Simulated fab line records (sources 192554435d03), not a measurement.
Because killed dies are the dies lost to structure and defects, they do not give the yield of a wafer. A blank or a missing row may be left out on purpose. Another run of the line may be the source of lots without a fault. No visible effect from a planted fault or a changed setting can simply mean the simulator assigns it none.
Which tool is to blame? -- flow n5 finfet -- 27 wafers from 9 lots sampled at 5 of the route's 1938 steps

== WHAT THE GAUGES READ, wafer by wafer ==
N5_BEOL_M4_RC_MEAS_101. Usual: DIBL_N 36.1 mV/V, standard deviation 1.6; DIBL_P 35.8 mV/V, standard deviation 2; IOFF_N 0.157 nA/um, standard deviation 0.029; IOFF_P 0.21 nA/um, standard deviation 0.034; ION_N 677 uA/um, standard deviation 13; ION_P 465 uA/um, standard deviation 8.1; SS_N 71.3 mV/dec, standard deviation 0.61; SS_P 73.2 mV/dec, standard deviation 0.65; VT_N 249 mV, standard deviation 3.3; VT_P -250 mV, standard deviation 3.2.
lot,measured,on,DIBL_N (mV/V),DIBL_P (mV/V),IOFF_N (nA/um),IOFF_P (nA/um),ION_N (uA/um),ION_P (uA/um),SS_N (mV/dec),SS_P (mV/dec),VT_N (mV),VT_P (mV),flag
L444,day 11 00:16,prober-01,34.5 35.3 35.4,34.7 34.3 34.9,0.136 0.138 0.137,0.18 0.16 0.17,683 655 667,459 444 452,70.8 71.7 71.6,73.2 73.0 72.5,250 251 249,-252 -254 -254,
L446,day 11 04:52,prober-01,35.7 36.1 36.9,34.9 36.7 36.5,0.159 0.173 0.179,0.24 0.28 0.27,678 685 678,474 478 478,70.0 70.5 71.5,72.7 73.2 73.3,251 250 248,-242 -245 -244,
L452,day 13 03:49,prober-02,33.8 37.7 32.5,33.2 38.7 32.0,0.129 0.219 0.116,0.17 0.25 0.15,678 695 671,465 464 461,70.3 72.5 70.9,72.9 74.6 72.7,249 243 254,-253 -246 -254,
L454,day 13 04:33,prober-01,33.9 35.4 35.3,34.0 34.9 35.1,0.114 0.128 0.133,0.19 0.20 0.21,666 654 672,461 456 468,70.4 70.9 70.9,73.0 72.7 72.8,253 254 252,-250 -251 -250,
L455,day 13 19:41,prober-01,36.0 36.1 35.5,36.3 35.9 35.3,0.141 0.144 0.136,0.21 0.22 0.21,678 670 664,466 460 463,71.5 71.0 71.3,74.2 73.0 73.2,252 250 253,-247 -248 -248,
L458,day 14 03:45,prober-02,38.4 35.2 35.5,38.3 34.8 34.9,0.216 0.145 0.156,0.26 0.21 0.21,694 676 684,470 467 465,71.6 71.3 71.2,73.8 72.8 72.8,246 251 251,-246 -248 -250,
L459,day 14 09:38,prober-02,36.3 34.6 37.7,36.8 35.0 38.3,0.149 0.125 0.171,0.21 0.17 0.22,681 665 680,467 463 469,71.3 71.1 71.8,72.9 73.0 73.6,248 251 250,-253 -256 -250,
L460,day 14 13:03,prober-02,37.0 38.2 36.7,38.1 39.0 37.3,0.190 0.210 0.182,0.24 0.25 0.23,696 696 685,478 474 468,70.9 71.6 71.7,74.2 73.7 73.2,244 242 248,-249 -248 -246,
L461,day 15 06:53,prober-02,37.4 37.5 36.9,38.5 37.4 37.8,0.181 0.181 0.172,0.25 0.24 0.24,683 694 696,464 476 480,72.0 72.1 71.8,73.1 73.9 73.8,248 246 249,-249 -248 -249,

== WHAT TOOL EACH LOT RAN ON (gives the tool, then ch and the chambers of the sampled wafers, and finally the start) ==
lot,N5_BEOL_M2_ETCH_41,N5_BEOL_M2_SPUTTER_79,N5_BEOL_M2_SPUTTER_81,N5_BEOL_M2_ANNEAL_89
L444,"rie diel-01 ch 0,1, day 9 11:41 or earlier","pvd sputter-02, day 9 11:41","pvd sputter-02, day 9 11:55","pvd sputter-02, day 9 12:26"
L446,"rie diel-05 ch 2,3, day 9 14:46 or earlier","pvd sputter-02, day 9 14:46","pvd sputter-02, day 9 14:59","pvd sputter-02, day 9 15:31"
L452,"rie diel-03 ch 1,2,3, day 10 21:11 or earlier","pvd sputter-03, day 10 21:11","pvd sputter-03, day 10 21:24","pvd sputter-03, day 10 21:55"
L454,"rie diel-05 ch 0,1, day 11 00:48 or earlier","pvd sputter-03, day 11 00:48","pvd sputter-03, day 11 01:01","pvd sputter-03, day 11 01:32"
L455,"rie diel-01 ch 0,1,2, day 11 15:49 or earlier","pvd sputter-01, day 11 15:49","pvd sputter-01, day 11 16:02","pvd sputter-01, day 11 16:33"
L458,"rie diel-03 ch 1,2,3, day 12 12:01 or earlier","pvd sputter-02, day 12 12:01","pvd sputter-02, day 12 12:16","pvd sputter-02, day 12 12:51"
L459,"rie diel-05 ch 1,2,3, day 13 03:46 or earlier","pvd sputter-03, day 13 03:46","pvd sputter-03, day 13 03:59","pvd sputter-03, day 13 04:30"
L460,"rie diel-01 ch 0,1,2, day 13 09:48 or earlier","pvd sputter-03, day 13 09:48","pvd sputter-03, day 13 10:01","pvd sputter-03, day 13 10:32"
L461,"rie diel-01 ch 1,3, day 13 18:14 or earlier","pvd sputter-02, day 13 18:14","pvd sputter-02, day 13 18:27","pvd sputter-02, day 13 18:58"
- N5_BEOL_M2_ETCH_41: etches SiCN in CH3F/O2, target depth 29.9 nm, time 52.5 s.
- N5_BEOL_M2_SPUTTER_79: material Cu, target thk 4.5 nm, time 8.29 s.
- N5_BEOL_M2_SPUTTER_81: material Cu, target thk 4.5 nm, time 8.29 s.
- N5_BEOL_M2_ANNEAL_89: time 240 s.

== AS READ BY THE TOOLS THEMSELVES (means over the sampled wafers that have a number; for cases with no such wafer, the mark the record gives instead) ==
N5_BEOL_M2_ETCH_41. Usual: drypump motor current A 5.7 A, standard deviation 0.4; oes product au 0.83 a.u., standard deviation 0.079; rf vpp V 297.3 V, standard deviation 1.9; showerhead plenum p Torr 2.00 Torr, standard deviation 0.094; throttle valve pct 16.31 %, standard deviation 0.22.
lot,tool,drypump motor current A (A),oes product au (a.u.),rf vpp V (V),showerhead plenum p Torr (Torr),throttle valve pct (%),flag
L444,rie diel-01,5.7,0.87,296.5,1.95,16.18,
L446,rie diel-05,5.6,0.79,299.2,2.08,16.31,
L452,rie diel-03,5.8,0.74,297.3,1.99,16.40,
L454,rie diel-05,5.5,0.80,294.3,1.88,16.52,
L455,rie diel-01,5.5,0.87,296.5,1.95,16.15,
L458,rie diel-03,5.9,0.83,298.7,2.07,16.25,
L459,rie diel-05,5.5,0.85,298.3,2.03,16.24,
L460,rie diel-01,5.5,0.85,296.2,1.94,16.17,
L461,rie diel-01,6.0,0.83,296.3,2.00,16.36,

N5_BEOL_M2_SPUTTER_79. Usual: chamber pressure pa 0.07 Pa, standard deviation 0.00014; chuck gas flow sccm 1.26 sccm, standard deviation 0.057; susceptor temp C -20.00 C, standard deviation 0.1; throttle valve pct 29.8 %, standard deviation 1.3.
lot,tool,chamber pressure pa (Pa),chuck gas flow sccm (sccm),susceptor temp C (C),throttle valve pct (%),flag
L444,pvd sputter-02,0.07,1.25,-19.89,30.9,
L446,pvd sputter-02,0.07,1.32,-20.07,30.4,
L452,pvd sputter-03,0.07,1.29,-20.00,28.3,
L454,pvd sputter-03,0.07,1.20,-20.08,29.1,
L455,pvd sputter-01,0.07,1.20,-20.01,30.3,
L458,pvd sputter-02,0.07,1.26,-20.01,29.5,
L459,pvd sputter-03,0.07,1.19,-19.89,28.8,
L460,pvd sputter-03,0.07,1.24,-20.09,29.1,
L461,pvd sputter-02,0.07,1.25,-20.07,29.9,

N5_BEOL_M2_SPUTTER_81. Usual: chamber pressure pa 0.07 Pa, standard deviation 0.00013; chuck gas flow sccm 1.26 sccm, standard deviation 0.054; susceptor temp C -20.00 C, standard deviation 0.1; throttle valve pct 29.8 %, standard deviation 1.3.
lot,tool,chamber pressure pa (Pa),chuck gas flow sccm (sccm),susceptor temp C (C),throttle valve pct (%),flag
L444,pvd sputter-02,0.07,1.28,-20.04,29.7,
L446,pvd sputter-02,0.07,1.30,-19.94,29.6,
L452,pvd sputter-03,0.07,1.24,-20.03,28.2,
L454,pvd sputter-03,0.07,1.26,-19.93,29.1,
L455,pvd sputter-01,0.07,1.28,-20.00,30.4,
L458,pvd sputter-02,0.07,1.32,-20.08,29.4,
L459,pvd sputter-03,0.07,1.23,-19.89,28.8,
L460,pvd sputter-03,0.07,1.25,-19.94,29.2,
L461,pvd sputter-02,0.07,1.28,-19.99,30.0,

N5_BEOL_M2_ANNEAL_89. Usual: heater power w 780 W, standard deviation 74; susceptor temp C 399.99 C, standard deviation 0.21.
lot,tool,heater power w (W),susceptor temp C (C),flag
L444,pvd sputter-02,724,399.88,
L446,pvd sputter-02,798,400.16,
L452,pvd sputter-03,838,399.99,
L454,pvd sputter-03,813,400.33,
L455,pvd sputter-01,778,399.88,
L458,pvd sputter-02,763,399.98,
L459,pvd sputter-03,802,399.90,
L460,pvd sputter-03,821,399.91,
L461,pvd sputter-02,788,400.05,

== THE ANSWER, worked out from the rows above alone ==
Rule: a lot is off if the mean of its wafers that have a number lies more than 3 standard deviations from the usual mean. Also off: a lot with no number at a reading for which 4 or more lots have one. The other lots that the step has rows for count as sound. First the gauges in route order, then the tools' own readings, where a lot's mean is used as printed above. The first step at which some lot is off is used, and at that step the reading that is off furthest; a lot without a number counts as furthest.
No lot is off on any of the readings shown, so nothing can be concluded from this.

== WHAT THE SIMULATOR HAD PUT IN ==
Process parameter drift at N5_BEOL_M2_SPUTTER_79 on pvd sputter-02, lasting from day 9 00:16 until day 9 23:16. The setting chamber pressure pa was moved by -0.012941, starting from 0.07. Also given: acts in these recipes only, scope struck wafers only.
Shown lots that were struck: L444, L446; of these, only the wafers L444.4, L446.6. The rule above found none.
